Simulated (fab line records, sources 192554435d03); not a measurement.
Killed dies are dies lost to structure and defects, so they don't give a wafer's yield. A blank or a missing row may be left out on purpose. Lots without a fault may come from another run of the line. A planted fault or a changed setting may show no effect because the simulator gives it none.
Which tool did it? | flow n5_finfet | 24 lots, 72 wafers sampled, at 3 steps of a route of 1938

WHAT THE GAUGES READ, wafer by wafer
N5_BEOL_M10_CD_MEAS_18: pitch 140 nm, target cd 70 nm. Usual: cd_nm 69.5 nm, standard deviation 0.93.
lot  | measured     | on        | cd_nm (nm)     | flag
L074 | day 10 07:35 | cd_sem-02 | 69.4 68.9 68.8 |
L075 | day 10 10:29 | cd_sem-01 | 70.5 70.6 72.0 |
L076 | day 10 10:41 | cd_sem-03 | 68.8 69.8 68.7 |
L078 | day 10 18:07 | cd_sem-02 | 70.7 69.6 69.7 |
L077 | day 10 19:41 | cd_sem-01 | 70.6 69.8 69.6 |
L079 | day 11 03:13 | cd_sem-03 | 70.1 70.3 69.7 |
L081 | day 11 10:40 | cd_sem-03 | 69.4 70.9 70.1 |
L080 | day 11 13:00 | cd_sem-02 | 69.7 69.0 69.7 |
L083 | day 11 16:29 | cd_sem-02 | 70.1 68.5 68.7 |
L082 | day 12 06:04 | cd_sem-03 | 69.2 67.3 67.5 |
L084 | day 12 06:14 | cd_sem-01 | 69.2 69.6 68.6 |
L085 | day 12 12:50 | cd_sem-03 | 70.5 69.0 69.2 |
L086 | day 12 21:59 | cd_sem-03 | 70.4 70.7 70.3 |
L087 | day 12 22:35 | cd_sem-03 | 70.3 69.5 70.9 |
L088 | day 13 20:50 | cd_sem-02 | 68.0 66.5 68.6 |
L090 | day 13 20:58 | cd_sem-02 | 69.9 69.1 70.0 |
L089 | day 13 21:15 | cd_sem-01 | 69.5 69.9 69.8 |
L091 | day 14 18:22 | cd_sem-01 | 68.7 68.3 69.3 |
L093 | day 14 21:02 | cd_sem-03 | 70.6 69.4 70.3 |
L094 | day 14 22:53 | cd_sem-03 | 67.1 69.2 68.2 |
L095 | day 15 03:42 | cd_sem-03 | 69.8 70.0 68.7 |
L092 | day 15 03:00 | cd_sem-01 | 68.7 67.9 68.2 |
L096 | day 15 19:45 | cd_sem-02 | 68.9 69.5 68.0 |
L097 | day 16 05:35 | cd_sem-01 | 70.7 69.2 69.3 |

WHICH TOOL RAN EACH LOT (tool, then ch and the chambers of the sampled wafers, then the start)
lot  | N5_BEOL_M9_CMP_52             | N5_BEOL_M10_CURE_71
L074 | cmp-02 ch 0,1,2, day 10 05:11 | uv_cure-03 ch 1, day 10 05:49
L075 | cmp-01 ch 0,1,2, day 10 05:38 | uv_cure-02 ch 2, day 10 06:19
L076 | cmp-01 ch 0,2, day 10 06:23   | uv_cure-03 ch 2, day 10 06:59
L078 | cmp-02 ch 0,1,2, day 10 15:09 | uv_cure-03 ch 0, day 10 15:57
L077 | cmp-02 ch 0,1, day 10 16:16   | uv_cure-03 ch 0, day 10 16:59
L079 | cmp-03 ch 0,3, day 11 00:30   | uv_cure-02 ch 2, day 11 01:17
L081 | cmp-01 ch 0,1, day 11 08:04   | uv_cure-03 ch 0, day 11 08:37
L080 | cmp-01 ch 0,1,2, day 11 08:19 | uv_cure-02 ch 1, day 11 09:00
L083 | cmp-01 ch 0,1,3, day 11 13:51 | uv_cure-03 ch 0, day 11 14:35
L082 | cmp-01 ch 1,2,3, day 12 01:40 | uv_cure-03 ch 1, day 12 02:14
L084 | cmp-02 ch 0,1,2, day 12 02:02 | uv_cure-02 ch 2, day 12 02:46
L085 | cmp-03 ch 0,2,3, day 12 10:05 | uv_cure-03 ch 2, day 12 10:40
L086 | cmp-01 ch 0,3, day 12 18:17   | uv_cure-03 ch 0, day 12 18:55
L087 | cmp-03 ch 0,1,2, day 12 19:38 | uv_cure-03 ch 1, day 12 20:26
L088 | cmp-03 ch 0,1,3, day 13 17:45 | uv_cure-03 ch 0, day 13 18:17
L090 | cmp-03 ch 1,2,3, day 13 18:05 | uv_cure-01 ch 0, day 13 18:34
L089 | cmp-01 ch 0,3, day 13 19:06   | uv_cure-03 ch 2, day 13 19:45
L091 | cmp-03 ch 0,2,3, day 14 16:07 | uv_cure-03 ch 1, day 14 16:47
L093 | cmp-02 ch 0,1,2, day 14 17:04 | uv_cure-03 ch 0, day 14 17:38
L094 | cmp-02 ch 1,2, day 14 20:44   | uv_cure-01 ch 1, day 14 21:26
L095 | cmp-02 ch 0,2,3, day 15 00:22 | uv_cure-02 ch 1, day 15 01:17
L092 | cmp-01 ch 0,1,3, day 15 00:29 | uv_cure-01 ch 0, day 15 01:14
L096 | cmp-02 ch 0,1,3, day 15 16:59 | uv_cure-02 ch 0, day 15 17:47
L097 | cmp-03 ch 0,3, day 16 01:40   | uv_cure-02 ch 1, day 16 02:16
- N5_BEOL_M9_CMP_52: polishes, stops on SiCOH lowk, t overpolish 7 s, target thk 140 nm.
- N5_BEOL_M10_CURE_71: cures SiCOH lowk, time 240 s.

WHAT THE TOOLS THEMSELVES READ (means of the sampled wafers that have a number; where no wafer has one, the mark that the record gives instead)
N5_BEOL_M9_CMP_52. Usual: barrier_field_endpoint_s 28.8 s, standard deviation 0.9; edge_zone_pressure_frac 1.000, standard deviation 0.0051; motor_current_A 5.8 A, standard deviation 0.66; overpolish_run_s 7.000 s, standard deviation 0.01; slurry_filter_dp_kPa 13.51 kPa, standard deviation 0.15; time_to_endpoint_s 65 s, standard deviation 4.4.
lot  | tool   | barrier_field_endpoint_s (s) | edge_zone_pressure_frac | motor_current_A (A) | overpolish_run_s (s) | slurry_filter_dp_kPa (kPa) | time_to_endpoint_s (s) | flag
L074 | cmp-02 | 29.0                         | 1.000                   | 5.8                 | 7.008                | 13.51                      | 67                     |
L075 | cmp-01 | 29.1                         | 1.002                   | 5.8                 | 7.007                | 13.60                      | 65                     |
L076 | cmp-01 | 27.4                         | 1.004                   | 5.6                 | 6.997                | 13.34                      | 61                     |
L078 | cmp-02 | 29.7                         | 1.004                   | 5.6                 | 6.992                | 13.47                      | 67                     |
L077 | cmp-02 | 29.7                         | 0.999                   | 5.7                 | 7.001                | 13.67                      | 69                     |
L079 | cmp-03 | 28.8                         | 0.996                   | 6.4                 | 6.994                | 13.37                      | 61                     |
L081 | cmp-01 | 28.1                         | 1.002                   | 5.3                 | 6.997                | 13.33                      | 63                     |
L080 | cmp-01 | 28.7                         | 1.002                   | 5.6                 | 7.005                | 13.38                      | 62                     |
L083 | cmp-01 | 28.6                         | 0.999                   | 5.6                 | 7.000                | 13.42                      | 64                     |
L082 | cmp-01 | 28.1                         | 1.001                   | 6.0                 | 7.014                | 13.61                      | 61                     |
L084 | cmp-02 | 29.0                         | 0.999                   | 5.6                 | 6.996                | 13.58                      | 68                     |
L085 | cmp-03 | 28.4                         | 0.998                   | 6.2                 | 6.991                | 13.51                      | 63                     |
L086 | cmp-01 | 28.4                         | 1.000                   | 5.0                 | 6.993                | 13.53                      | 63                     |
L087 | cmp-03 | 28.9                         | 0.994                   | 6.3                 | 7.009                | 13.44                      | 67                     |
L088 | cmp-03 | 28.9                         | 0.997                   | 6.2                 | 7.001                | 13.48                      | 65                     |
L090 | cmp-03 | 29.6                         | 1.000                   | 5.9                 | 7.005                | 13.45                      | 68                     |
L089 | cmp-01 | 27.8                         | 1.000                   | 4.9                 | 6.996                | 13.45                      | 64                     |
L091 | cmp-03 | 28.4                         | 0.998                   | 6.2                 | 6.989                | 13.59                      | 64                     |
L093 | cmp-02 | 28.3                         | 1.000                   | 5.6                 | 6.993                | 13.59                      | 63                     |
L094 | cmp-02 | 28.4                         | 0.999                   | 5.3                 | 6.995                | 13.50                      | 62                     |
L095 | cmp-02 | 28.0                         | 1.003                   | 5.8                 | 6.990                | 13.46                      | 61                     |
L092 | cmp-01 | 29.8                         | 0.994                   | 5.5                 | 7.001                | 13.37                      | 68                     |
L096 | cmp-02 | 28.9                         | 1.000                   | 5.5                 | 6.998                | 13.46                      | 69                     |
L097 | cmp-03 | 28.9                         | 0.999                   | 6.2                 | 6.998                | 13.32                      | 65                     |

N5_BEOL_M10_CURE_71. Usual: lamp_power_pct 52.31 %, standard deviation 0.055; wafer_temp_C_max 387.0, standard deviation 0.67.
lot  | tool       | lamp_power_pct (%) | wafer_temp_C_max | flag
L074 | uv_cure-03 | 52.30              | 385.9            |
L075 | uv_cure-02 | 52.32              | 386.7            |
L076 | uv_cure-03 | 52.36              | 387.6            |
L078 | uv_cure-03 | 52.28              | 387.2            |
L077 | uv_cure-03 | 52.32              | 387.1            |
L079 | uv_cure-02 | 52.35              | 386.5            |
L081 | uv_cure-03 | 52.33              | 387.6            |
L080 | uv_cure-02 | 52.28              | 386.7            |
L083 | uv_cure-03 | 52.35              | 387.3            |
L082 | uv_cure-03 | 52.34              | 386.5            |
L084 | uv_cure-02 | 52.32              | 386.3            |
L085 | uv_cure-03 | 52.35              | 387.4            |
L086 | uv_cure-03 | 52.30              | 386.9            |
L087 | uv_cure-03 | 52.32              | 386.3            |
L088 | uv_cure-03 | 52.28              | 387.5            |
L090 | uv_cure-01 | 52.35              | 386.2            |
L089 | uv_cure-03 | 52.29              | 387.4            |
L091 | uv_cure-03 | 52.34              | 386.4            |
L093 | uv_cure-03 | 52.30              | 386.9            |
L094 | uv_cure-01 | 52.31              | 387.8            |
L095 | uv_cure-02 | 52.31              | 386.8            |
L092 | uv_cure-01 | 52.34              | 387.1            |
L096 | uv_cure-02 | 52.31              | 387.1            |
L097 | uv_cure-02 | 52.29              | 386.3            |

THE ANSWER, worked out from the rows above alone
Rule: a lot is off if the mean of its wafers that have a number lies more than 3 standard deviations from the usual mean. A lot without any number at a reading at which 4 lots or more have one is off too. The other lots that the step has rows for count as sound. The gauges are gone through in route order, then the tools' own readings, and for those a lot's mean is taken as printed above. The first step at which some lot is off is used, and at that step the reading that is off furthest; a lot without a number counts as furthest.
No lot is off at any reading shown: from this, nothing can be told.

WHAT THE SIMULATOR HAD PUT IN
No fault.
